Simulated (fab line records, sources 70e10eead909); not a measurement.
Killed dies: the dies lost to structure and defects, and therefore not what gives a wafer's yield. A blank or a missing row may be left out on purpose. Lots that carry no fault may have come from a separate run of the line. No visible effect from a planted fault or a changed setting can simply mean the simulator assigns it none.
Which tool did it? ; flow nandHarc ; 24 lots with 72 wafers sampled at 2 steps, on a route of 1159 steps

WHAT THE GAUGES SHOWED, per wafer
NHARC_A_SGD_CUT_THK_MEAS_22: measures by ellipsometry. Usual: 148.1 nm for thkNm, sd 1.5.
lot;measured;on;thkNm (nm);flag
L076;day 13 23:32;filmMetro-02;147.5 149.2 150.4;
L074;day 13 23:32;filmMetro-02;145.5 147.5 146.7;
L075;day 14 12:48;filmMetro-02;150.0 148.3 148.9;
L078;day 14 21:37;filmMetro-01;147.9 146.9 146.9;
L077;day 14 21:37;filmMetro-02;146.4 146.9 147.2;
L080;day 15 05:16;filmMetro-02;147.8 146.0 151.2;
L079;day 15 05:17;filmMetro-01;149.7 147.7 148.2;
L082;day 15 15:26;filmMetro-02;149.9 151.6 148.0;
L081;day 15 15:28;filmMetro-02;152.0 148.2 148.1;
L084;day 16 13:19;filmMetro-01;150.7 149.2 149.1;
L083;day 16 13:19;filmMetro-02;148.1 148.3 149.7;
L086;day 16 22:05;filmMetro-01;147.6 150.0 147.8;
L087;day 16 22:05;filmMetro-02;147.6 147.6 151.1;
L085;day 16 22:13;filmMetro-01;148.1 145.6 147.7;
L090;day 17 18:24;filmMetro-01;148.9 146.9 145.1;
L089;day 17 18:27;filmMetro-02;148.5 146.5 148.0;
L088;day 17 18:33;filmMetro-01;147.6 146.0 148.7;
L092;day 18 10:38;filmMetro-01;148.9 145.5 148.6;
L091;day 18 10:44;filmMetro-01;148.6 148.2 148.7;
L094;day 18 21:54;filmMetro-01;147.2 147.9 150.3;
L093;day 18 21:55;filmMetro-02;147.2 146.9 149.6;
L095;day 19 10:38;filmMetro-01;147.0 150.5 146.8;
L097;day 19 10:40;filmMetro-02;146.1 149.4 147.2;
L096;day 19 10:40;filmMetro-01;148.6 146.4 147.4;

WHAT TOOL EACH LOT RAN ON (gives the tool, then ch and the chambers of the sampled wafers, and finally the start)
lot;NHARC_A_SGD_CUT_ETCH_16
L076;rieDiel-02 ch 0,1, day 13 23:32 or earlier
L074;rieDiel-10 ch 0,2,3, day 13 23:32 or earlier
L075;rieDiel-08 ch 0,1,2, day 14 12:48 or earlier
L078;rieDiel-08 ch 1,2, day 14 21:37 or earlier
L077;rieDiel-02 ch 0,2,3, day 14 21:37 or earlier
L080;rieDiel-10 ch 2,3, day 15 05:16 or earlier
L079;rieDiel-08 ch 0,1,2, day 15 05:17 or earlier
L082;rieDiel-02 ch 0,1,2, day 15 15:26 or earlier
L081;rieDiel-10 ch 0,1,2, day 15 15:28 or earlier
L084;rieDiel-10 ch 0,2,3, day 16 13:19 or earlier
L083;rieDiel-02 ch 1,2,3, day 16 13:19 or earlier
L086;rieDiel-08 ch 0,1,3, day 16 22:05 or earlier
L087;rieDiel-10 ch 0,1, day 16 22:05 or earlier
L085;rieDiel-08 ch 0,2,3, day 16 22:13 or earlier
L090;rieDiel-02 ch 0,1,3, day 17 18:24 or earlier
L089;rieDiel-08 ch 0,1,2, day 17 18:27 or earlier
L088;rieDiel-10 ch 0,3, day 17 18:33 or earlier
L092;rieDiel-10 ch 0,1, day 18 10:38 or earlier
L091;rieDiel-10 ch 1,2,3, day 18 10:44 or earlier
L094;rieDiel-08 ch 1,2,3, day 18 21:54 or earlier
L093;rieDiel-02 ch 0,2,3, day 18 21:55 or earlier
L095;rieDiel-08 ch 0,2,3, day 19 10:38 or earlier
L097;rieDiel-02 ch 1,2,3, day 19 10:40 or earlier
L096;rieDiel-08 ch 0,2,3, day 19 10:40 or earlier
- NHARC_A_SGD_CUT_ETCH_16: etches the open film in C4F8/O2/Ar, target depth 310.5 nm, time 155.2 s.

WHAT THE TOOLS THEMSELVES READ (means of the sampled wafers that have a number; where no wafer has one, the mark that the record gives instead)
NHARC_A_SGD_CUT_ETCH_16. Usual: oesProductAu 0.974 a.u., standard deviation 0.015; rfVppV 725.2 V, standard deviation 2.7.
lot;tool;oesProductAu (a.u.);rfVppV (V);flag
L076;rieDiel-02;0.973;726.0;
L074;rieDiel-10;0.970;726.8;
L075;rieDiel-08;0.960;724.5;
L078;rieDiel-08;0.971;723.9;
L077;rieDiel-02;0.974;725.6;
L080;rieDiel-10;0.977;728.4;
L079;rieDiel-08;0.948;723.6;
L082;rieDiel-02;0.978;725.0;
L081;rieDiel-10;0.979;724.8;
L084;rieDiel-10;0.985;726.6;
L083;rieDiel-02;0.978;727.4;
L086;rieDiel-08;0.972;722.6;
L087;rieDiel-10;0.971;724.7;
L085;rieDiel-08;0.976;723.9;
L090;rieDiel-02;0.986;726.9;
L089;rieDiel-08;0.972;724.5;
L088;rieDiel-10;0.981;727.2;
L092;rieDiel-10;0.965;724.7;
L091;rieDiel-10;0.982;726.3;
L094;rieDiel-08;0.976;723.3;
L093;rieDiel-02;0.991;727.5;
L095;rieDiel-08;0.958;724.1;
L097;rieDiel-02;0.954;726.3;
L096;rieDiel-08;0.975;724.1;

THE ANSWER, worked out from the rows above alone
Rule: a lot counts as off when the mean over its wafers that have a number is more than 3 standard deviations away from the usual mean. Also off: a lot with no number at a reading for which 4 or more lots have one. The other lots that the step has rows for count as sound. After the gauges, taken in route order, come the tools' own readings; for these a lot's mean is taken, as printed above. The first step at which some lot is off is used, and at that step the reading that is off furthest; a lot without a number counts as furthest.
No lot is off on any of the readings shown, so nothing can be concluded from this.

WHAT WAS PUT IN BY THE SIMULATOR
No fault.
